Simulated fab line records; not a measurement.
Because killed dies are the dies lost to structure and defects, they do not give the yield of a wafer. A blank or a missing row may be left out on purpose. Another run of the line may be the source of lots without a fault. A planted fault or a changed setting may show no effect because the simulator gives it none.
What tool caused it?	flow n5-finfet	Sampling: 24 lots, 72 wafers, 4 of 1938 route steps

== WHAT THE GAUGES READ, wafer by wafer ==
N5_SD_EPI_N_INSPECT_11: inspects for defects (macro). Usual: raw-defect-count 2.2, standard deviation 1.5.
lot	measured	on	raw-defect-count	flag
L074	day 3 04:20	defect-inspect-01	2 1 5	
L075	day 3 15:52	defect-inspect-02	1 3 6	
L076	day 3 16:16	defect-inspect-01	1 5 0	
L077	day 3 21:41	defect-inspect-02	4 1 0	
L078	day 4 01:55	defect-inspect-02	2 2 1	
L079	day 4 06:50	defect-inspect-02	2 2 1	
L080	day 4 11:41	defect-inspect-01	2 1 3	
L081	day 4 19:38	defect-inspect-02	2 5 5	
L082	day 5 02:37	defect-inspect-02	2 2 4	
L083	day 5 08:33	defect-inspect-01	1 3 3	
L084	day 5 16:10	defect-inspect-01	4 2 1	
L085	day 5 19:07	defect-inspect-02	0 2 1	
L086	day 6 00:43	defect-inspect-01	2 3 4	
L087	day 6 08:15	defect-inspect-01	2 2 3	
L088	day 6 13:22	defect-inspect-02	2 2 4	
L089	day 6 18:19	defect-inspect-02	4 0 5	
L090	day 7 05:25	defect-inspect-01	1 1 3	
L091	day 7 05:34	defect-inspect-02	5 2 3	
L092	day 7 13:58	defect-inspect-01	3 3 4	
L093	day 7 19:13	defect-inspect-02	1 5 4	
L094	day 7 23:19	defect-inspect-02	3 3 2	
L095	day 8 08:13	defect-inspect-01	2 3 1	
L096	day 8 12:26	defect-inspect-01	2 3 3	
L097	day 8 19:46	defect-inspect-02	1 2 0	

== EACH LOT AND THE TOOL THAT RAN IT (in order: tool; ch and the chambers of the sampled wafers; start) ==
lot	N5_DUMMY_GATE_ETCH_29	N5_DUMMY_GATE_ETCH_44	N5_SPACER0_ALD_00
L074	rie-diel-02 ch 0,2,3, day 3 02:11	rie-si-06 ch 0,2,3, day 3 02:53	ald-sin-02 ch 0,1, day 3 03:28
L075	rie-diel-04 ch 0,3, day 3 11:05	rie-si-06 ch 1,2,3, day 3 12:01	ald-sin-02 ch 2,3, day 3 15:07
L076	rie-diel-04 ch 0,3, day 3 12:59	rie-si-05 ch 2,3, day 3 13:40	ald-sin-01 ch 0,1,2, day 3 15:24
L077	rie-diel-02 ch 0,1,2, day 3 19:22	rie-si-05 ch 1,3, day 3 20:14	ald-sin-01 ch 0,1,2, day 3 20:49
L078	rie-diel-04 ch 0,1,2, day 3 23:54	rie-si-06 ch 0,1,3, day 4 00:36	ald-sin-01 ch 0,1,3, day 4 01:11
L079	rie-diel-03 ch 0,1,2, day 4 04:41	rie-si-02 ch 0,2,3, day 4 05:23	ald-sin-02 ch 1,2,3, day 4 05:58
L080	rie-diel-03 ch 1,3, day 4 09:23	rie-si-06 ch 1,3, day 4 10:05	ald-sin-02 ch 1,3, day 4 10:49
L081	rie-diel-02 ch 2,3, day 4 16:52	rie-si-06 ch 1,2, day 4 17:42	ald-sin-04 ch 0,1, day 4 18:46
L082	rie-diel-03 ch 0,2,3, day 5 00:35	rie-si-02 ch 0,3, day 5 01:17	ald-sin-02 ch 0,3, day 5 01:52
L083	rie-diel-02 ch 1,2,3, day 5 04:56	rie-si-05 ch 0,1,3, day 5 05:37	ald-sin-04 ch 0,1,3, day 5 07:41
L084	rie-diel-02 ch 0,1,3, day 5 14:08	rie-si-05 ch 0,1,2, day 5 14:50	ald-sin-04 ch 0,2, day 5 15:25
L085	rie-diel-04 ch 0,3, day 5 17:01	rie-si-06 ch 1,3, day 5 17:43	ald-sin-02 ch 1,2,3, day 5 18:23
L086	rie-diel-04 ch 0,1,2, day 5 22:11	rie-si-05 ch 0,2, day 5 22:53	ald-sin-04 ch 0,1,2, day 5 23:49
L087	rie-diel-04 ch 0,1,2, day 6 05:54	rie-si-06 ch 0,2,3, day 6 06:35	ald-sin-04 ch 0,2, day 6 07:23
L088	rie-diel-03 ch 0,2,3, day 6 11:12	rie-si-05 ch 0,1,2, day 6 11:54	ald-sin-01 ch 0,1,2, day 6 12:29
L089	rie-diel-03 ch 0,3, day 6 15:53	rie-si-02 ch 0,2,3, day 6 16:46	ald-sin-01 ch 1,2,3, day 6 17:27
L090	rie-diel-04 ch 0,1,3, day 7 01:34	rie-si-05 ch 2,3, day 7 02:16	ald-sin-01 ch 0,1,2, day 7 04:40
L091	rie-diel-04 ch 0,1, day 7 03:19	rie-si-02 ch 0,2,3, day 7 04:00	ald-sin-02 ch 0,1,3, day 7 04:42
L092	rie-diel-02 ch 0,1, day 7 11:41	rie-si-06 ch 1,2,3, day 7 12:23	ald-sin-01 ch 0,1,3, day 7 13:05
L093	rie-diel-03 ch 0,3, day 7 17:05	rie-si-02 ch 0,1, day 7 17:46	ald-sin-01 ch 0,3, day 7 18:21
L094	rie-diel-02 ch 1,2, day 7 21:10	rie-si-06 ch 1,2, day 7 21:51	ald-sin-02 ch 0,1,3, day 7 22:26
L095	rie-diel-02 ch 1,2,3, day 8 05:51	rie-si-02 ch 0,1,2, day 8 06:41	ald-sin-04 ch 0,1,2, day 8 07:21
L096	rie-diel-04 ch 2,3, day 8 10:11	rie-si-02 ch 1,2, day 8 10:53	ald-sin-01 ch 0,1,2, day 8 11:41
L097	rie-diel-03 ch 0,3, day 8 17:19	rie-si-06 ch 1,2, day 8 18:01	ald-sin-04 ch 0,2,3, day 8 19:02
- N5_DUMMY_GATE_ETCH_29: etches underlayer in N2/H2, target depth 13 nm.
- N5_DUMMY_GATE_ETCH_44: etches poly-Si in HBr/O2, stops on SiO2, target depth 127.5 nm.
- N5_SPACER0_ALD_00: deposits SiOCN, target thk 3.5 nm, pulse time 3 s, purge time 2 s.

== AS READ BY THE TOOLS THEMSELVES (means over the sampled wafers that have a number; for cases with no such wafer, the mark the record gives instead) ==
N5_DUMMY_GATE_ETCH_29. Usual: bias-w 150.0 W, standard deviation 0.46; drypump-motor-current-A 5.7 A, standard deviation 0.4; oes-product-au 0.76 a.u., standard deviation 0.064; rf-vpp-V 523.6 V, standard deviation 2.5; showerhead-plenum-p-Torr 2.54 Torr, standard deviation 0.09; throttle-valve-pct 17.96 %, standard deviation 0.2.
lot	tool	bias-w (W)	drypump-motor-current-A (A)	oes-product-au (a.u.)	rf-vpp-V (V)	showerhead-plenum-p-Torr (Torr)	throttle-valve-pct (%)	flag
L074	rie-diel-02	150.0	5.5	0.76	524.1	2.55	18.13	
L075	rie-diel-04	149.7	5.8	0.79	522.9	2.52	18.05	
L076	rie-diel-04	150.2	5.8	0.79	523.1	2.52	18.06	
L077	rie-diel-02	150.8	6.0	0.73	523.9	2.57	18.02	
L078	rie-diel-04	150.1	5.5	0.73	523.6	2.54	17.97	
L079	rie-diel-03	149.9	5.9	0.83	522.0	2.50	17.73	
L080	rie-diel-03	150.5	5.6	0.76	525.7	2.62	17.76	
L081	rie-diel-02	150.3	5.6	0.79	522.4	2.51	18.13	
L082	rie-diel-03	149.5	5.9	0.80	522.9	2.53	17.82	
L083	rie-diel-02	149.9	5.7	0.75	522.1	2.49	18.03	
L084	rie-diel-02	149.9	5.6	0.70	523.1	2.52	18.05	
L085	rie-diel-04	149.7	5.7	0.77	522.5	2.51	18.08	
L086	rie-diel-04	149.7	5.5	0.72	523.4	2.53	18.01	
L087	rie-diel-04	149.8	5.5	0.71	523.6	2.53	18.01	
L088	rie-diel-03	150.0	5.8	0.79	522.3	2.52	17.84	
L089	rie-diel-03	149.9	5.8	0.82	523.5	2.53	17.72	
L090	rie-diel-04	149.5	5.7	0.75	524.9	2.58	18.08	
L091	rie-diel-04	150.0	5.3	0.68	523.8	2.55	18.15	
L092	rie-diel-02	149.7	5.9	0.67	525.2	2.59	18.10	
L093	rie-diel-03	150.1	5.8	0.80	523.5	2.53	17.73	
L094	rie-diel-02	150.3	6.0	0.74	524.2	2.53	18.06	
L095	rie-diel-02	149.7	5.7	0.74	523.1	2.49	18.08	
L096	rie-diel-04	149.8	6.1	0.81	526.0	2.64	17.88	
L097	rie-diel-03	149.5	5.6	0.75	524.5	2.58	17.81	

N5_DUMMY_GATE_ETCH_44. Usual: bias-w 19.99 W, standard deviation 0.058; drypump-motor-current-A 5.7 A, standard deviation 0.4; oes-product-au 0.731 a.u., standard deviation 0.0097; throttle-valve-pct 18.55 %, standard deviation 0.22.
lot	tool	bias-w (W)	drypump-motor-current-A (A)	oes-product-au (a.u.)	throttle-valve-pct (%)	flag
L074	rie-si-06	20.00	5.7	0.724	18.65	
L075	rie-si-06	19.98	5.5	0.730	18.69	
L076	rie-si-05	19.99	6.0	0.730	18.57	
L077	rie-si-05	20.03	5.8	0.727	18.59	
L078	rie-si-06	20.02	6.0	0.731	18.76	
L079	rie-si-02	19.99	5.5	0.725	18.43	
L080	rie-si-06	20.02	5.8	0.716	18.79	
L081	rie-si-06	20.01	5.4	0.726	18.57	
L082	rie-si-02	19.97	5.5	0.730	18.65	
L083	rie-si-05	20.01	6.0	0.728	18.63	
L084	rie-si-05	19.98	6.0	0.743	18.62	
L085	rie-si-06	20.01	5.6	0.718	18.80	
L086	rie-si-05	20.07	6.1	0.747	18.59	
L087	rie-si-06	19.99	5.6	0.725	18.61	
L088	rie-si-05	19.96	6.0	0.740	18.61	
L089	rie-si-02	19.99	5.5	0.729	18.43	
L090	rie-si-05	19.94	6.0	0.741	18.44	
L091	rie-si-02	19.99	5.5	0.728	18.43	
L092	rie-si-06	19.95	5.5	0.726	18.69	
L093	rie-si-02	20.03	5.6	0.724	18.29	
L094	rie-si-06	20.01	5.7	0.732	18.69	
L095	rie-si-02	19.99	5.6	0.729	18.24	
L096	rie-si-02	20.00	5.7	0.730	18.15	
L097	rie-si-06	20.02	5.7	0.726	18.67	

N5_SPACER0_ALD_00. Usual: heater-power-w 851 W, standard deviation 67; precursor-pulse-height-rel 0.998, standard deviation 0.02.
lot	tool	heater-power-w (W)	precursor-pulse-height-rel	flag
L074	ald-sin-02	825	0.985	
L075	ald-sin-02	812	1.000	
L076	ald-sin-01	878	0.987	
L077	ald-sin-01	877	0.994	
L078	ald-sin-01	884	0.992	
L079	ald-sin-02	816	0.965	
L080	ald-sin-02	820	1.024	
L081	ald-sin-04	830	0.992	
L082	ald-sin-02	780	1.003	
L083	ald-sin-04	860	1.003	
L084	ald-sin-04	921	1.004	
L085	ald-sin-02	824	1.011	
L086	ald-sin-04	870	1.006	
L087	ald-sin-04	921	0.986	
L088	ald-sin-01	836	0.979	
L089	ald-sin-01	864	0.996	
L090	ald-sin-01	831	1.006	
L091	ald-sin-02	796	0.994	
L092	ald-sin-01	879	0.985	
L093	ald-sin-01	931	0.996	
L094	ald-sin-02	805	0.986	
L095	ald-sin-04	874	1.009	
L096	ald-sin-01	850	0.994	
L097	ald-sin-04	890	1.021	

== THE ANSWER, worked out from the rows above alone ==
Rule: a lot counts as off when the mean over its wafers that have a number is more than 3 standard deviations away from the usual mean. Also off: a lot with no number at a reading for which 4 or more lots have one. Where the step has rows for the other lots, those lots are counted as sound. Order of review: gauges by route order, followed by the tools' own readings, for which a lot's mean as printed above is used. The first step at which some lot is off is used, and at that step the reading that is off furthest; a lot without a number counts as furthest.
Nothing can be told from this: no lot is off at any reading shown.

== WHAT THE SIMULATOR HAD INSERTED ==
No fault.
